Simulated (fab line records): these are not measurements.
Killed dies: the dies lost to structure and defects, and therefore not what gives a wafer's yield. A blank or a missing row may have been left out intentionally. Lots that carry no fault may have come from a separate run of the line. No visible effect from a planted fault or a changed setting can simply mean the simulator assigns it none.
The tool behind it: which one?    flow n5-finfet    Sampling: 12 lots, 34 wafers, 5 of 1938 route steps

## WHAT EACH GAUGE READ, for each wafer
Not one reading of a measure or inspect step in the record can be checked against a usual standard deviation.

## WHICH TOOL RAN EACH LOT (tool, then ch and the chambers of the sampled wafers, then the start)
lot   N5_BEOL_M6_VIA_ETCH_34              N5_BEOL_M6_CURE_75             N5_BEOL_M6_ALD_77                    N5_BEOL_M6_DEP_56                N5_PASSIVATION_PROBE_49
L337  rie-diel-03 ch 2,3, day 9 19:36     uv-cure-03 ch 2, day 9 20:02   ald-metal-03 ch 0,2, day 9 20:33     pecvd-04 ch 0,1, day 9 22:04     prober-01, day 13 22:49
L339  rie-diel-01 ch 1,2, day 10 06:36    uv-cure-02 ch 1, day 10 07:05  ald-metal-01 ch 0,1, day 10 07:44    pecvd-04 ch 0,1,2, day 10 10:36  prober-02, day 14 12:28
L342  rie-diel-04 ch 1,2,3, day 11 04:35  uv-cure-01 ch 0, day 11 05:11  ald-metal-01 ch 0,1,2, day 11 05:51  pecvd-01 ch 0,1,2, day 11 07:46  prober-01, day 15 07:40
L340  rie-diel-03 ch 1,2,3, day 11 04:40  uv-cure-02 ch 1, day 11 05:06  ald-metal-03 ch 0,1,3, day 11 05:47  pecvd-01 ch 0,2, day 11 07:58    prober-01, day 15 09:11
L341  rie-diel-03 ch 0,2,3, day 11 06:22  uv-cure-01 ch 2, day 11 06:48  ald-metal-02 ch 1,3, day 11 07:21    pecvd-01 ch 0,1, day 11 10:26    prober-01, day 15 03:07
L344  rie-diel-01 ch 0,1,2, day 11 06:25  uv-cure-02 ch 0, day 11 06:51  ald-metal-01 ch 0,2, day 11 07:17    pecvd-04 ch 0,1,2, day 11 10:10  prober-01, day 15 07:13
L343  rie-diel-04 ch 0,2, day 11 11:58    uv-cure-03 ch 1, day 11 12:28  ald-metal-02 ch 0,1,2, day 11 14:12  pecvd-03 ch 0,1, day 11 15:36    prober-01, day 15 03:49
L346  rie-diel-03 ch 0,2, day 12 03:35    uv-cure-01 ch 0, day 12 04:02  ald-metal-01 ch 0,1,2, day 12 04:27  pecvd-03 ch 0,1, day 12 06:53    prober-02, day 15 21:25
L345  rie-diel-01 ch 0,2,3, day 12 15:20  uv-cure-01 ch 0, day 12 15:47  ald-metal-01 ch 0,1,3, day 12 18:44  pecvd-01 ch 0,1, day 12 20:29    prober-02, day 16 03:04
L351  rie-diel-01 ch 3, day 14 01:54      uv-cure-03 ch 0, day 14 02:29  ald-metal-01 ch 3, day 14 03:26      pecvd-04 ch 1, day 14 05:46      prober-02, day 17 13:44
L359  rie-diel-01 ch 0,1, day 16 02:19    uv-cure-02 ch 0, day 16 02:52  ald-metal-03 ch 1,2,3, day 16 03:33  pecvd-01 ch 0,1,2, day 16 05:14  prober-01, day 19 11:20
L360  rie-diel-03 ch 1,2,3, day 16 07:10  uv-cure-03 ch 0, day 16 07:37  ald-metal-01 ch 0,2,3, day 16 08:05  pecvd-04 ch 1,2, day 16 09:35    prober-01, day 20 12:29
- N5_BEOL_M6_VIA_ETCH_34: etches SiCOH lowk in C4F6/O2, target depth 126.3 nm, time 50.9 s.
- N5_BEOL_M6_CURE_75: cures SiCOH lowk, time 120 s.
- N5_BEOL_M6_ALD_77: deposits TaN, target thk 2 nm, pulse time 2 s, purge time 3 s.
- N5_BEOL_M6_DEP_56: deposits SiCN from 3MS/NH3, target thk 10 nm, time 17.5 s.
- N5_PASSIVATION_PROBE_49

## AS READ BY THE TOOLS THEMSELVES (means over the sampled wafers that have a number; for cases with no such wafer, the mark the record gives instead)
N5_BEOL_M6_VIA_ETCH_34.
lot   tool         drypump-motor-current-A (A)  oes_f_703_au (a.u.)  oes-product-au (a.u.)  rf-vpp-V (V)  showerhead-plenum-p-Torr (Torr)  throttle-valve-pct (%)
L337  rie-diel-03  5.0                          0.72                 0.71                   666           2.86                             21.17
L339  rie-diel-01  5.2                          0.87                 0.88                   675           3.01                             20.84
L342  rie-diel-04  5.8                          0.85                 0.87                   665           2.96                             20.71
L340  rie-diel-03  5.6                          0.74                 0.74                   667           2.88                             21.07
L341  rie-diel-03  5.2                          0.78                 0.78                   665           2.81                             20.94
L344  rie-diel-01  5.4                          0.83                 0.84                   672           2.96                             20.81
L343  rie-diel-04  5.8                          0.80                 0.80                   666           2.83                             20.74
L346  rie-diel-03  5.4                          0.85                 0.85                   662           2.75                             20.73
L345  rie-diel-01  5.8                          0.82                 0.83                   664           2.88                             20.87
L351  rie-diel-01  6.3                          0.83                 0.83                   659           2.78                             21.00
L359  rie-diel-01  5.5                          0.76                 0.77                   670           2.89                             20.86
L360  rie-diel-03  5.5                          0.89                 0.90                   670           2.97                             20.86

N5_BEOL_M6_CURE_75.
lot   tool        lamp-power-pct (%)  wafer_temp_C_max
L337  uv-cure-03  52.27               371.7
L339  uv-cure-02  52.28               371.3
L342  uv-cure-01  52.33               371.0
L340  uv-cure-02  52.30               371.6
L341  uv-cure-01  52.30               371.6
L344  uv-cure-02  52.27               371.0
L343  uv-cure-03  52.27               371.6
L346  uv-cure-01  52.29               371.4
L345  uv-cure-01  52.29               371.1
L351  uv-cure-03  52.38               371.0
L359  uv-cure-02  52.28               371.1
L360  uv-cure-03  52.31               370.8

N5_BEOL_M6_ALD_77.
lot   tool          heater-power-w (W)
L337  ald-metal-03  381
L339  ald-metal-01  410
L342  ald-metal-01  432
L340  ald-metal-03  404
L341  ald-metal-02  438
L344  ald-metal-01  429
L343  ald-metal-02  461
L346  ald-metal-01  435
L345  ald-metal-01  406
L351  ald-metal-01  398
L359  ald-metal-03  364
L360  ald-metal-01  427

N5_BEOL_M6_DEP_56.
lot   tool      showerhead-plenum-p-Torr (Torr)  throttle-valve-pct (%)
L337  pecvd-04  3.662                            9.0
L339  pecvd-04  3.666                            9.1
L342  pecvd-01  3.663                            9.4
L340  pecvd-01  3.678                            8.8
L341  pecvd-01  3.655                            9.7
L344  pecvd-04  3.660                            9.1
L343  pecvd-03  3.656                            9.1
L346  pecvd-03  3.652                            9.1
L345  pecvd-01  3.661                            9.9
L351  pecvd-04  3.652                            8.3
L359  pecvd-01  3.664                            9.4
L360  pecvd-04  3.666                            9.1

N5_PASSIVATION_PROBE_49.
lot   tool       killed_at_M0_to_M3  killed_at_M4_up  killed-at-contacts  killed-at-front-end  killed-at-other  killed-dies  killed-open  killed-short
L337  prober-01  40                  13               7                   38                   2                101          73           28
L339  prober-02  27                  12               17                  31                   9                96           58           35
L342  prober-01  34                  17               12                  35                   2                100          70           28
L340  prober-01  27                  11               10                  30                   3                81           52           28
L341  prober-01  25                  8                6                   41                   3                83           53           30
L344  prober-01  44                  12               11                  38                   6                111          69           41
L343  prober-01  26                  21               17                  64                   1                129          83           41
L346  prober-02  34                  11               10                  35                   3                93           60           29
L345  prober-02  43                  23               10                  40                   4                121          85           34
L351  prober-02  25                  12               10                  44                   7                98           63           35
L359  prober-01  42                  12               16                  53                   1                124          80           41
L360  prober-01  46                  14               7                   30                   5                102          66           34

## THE ANSWER, worked out from the rows above alone
Rule: the usual values come from the lots themselves. Put in order of their means at a reading, lots are off if they are a third of the lots or fewer, leave a main group of 4 or more, and stand apart from it by a gap of 3 or more times the standard deviation of the main group's means; of several such gaps the widest counts. A main group is skipped when, at the precision printed for the reading in the tables above, its means are all equal. Also off: a lot with no number at a reading for which 4 or more lots have one. Where the step has rows for the other lots, those lots are counted as sound. First the gauges in route order, then the tools' own readings, where a lot's mean is used as printed above. At the first step where some lot is off, the reading lying furthest off is the one used; lots without a number count as furthest.
Across all readings shown, no lot is off: no conclusion can be drawn from this.

## WHAT WAS PUT IN BY THE SIMULATOR
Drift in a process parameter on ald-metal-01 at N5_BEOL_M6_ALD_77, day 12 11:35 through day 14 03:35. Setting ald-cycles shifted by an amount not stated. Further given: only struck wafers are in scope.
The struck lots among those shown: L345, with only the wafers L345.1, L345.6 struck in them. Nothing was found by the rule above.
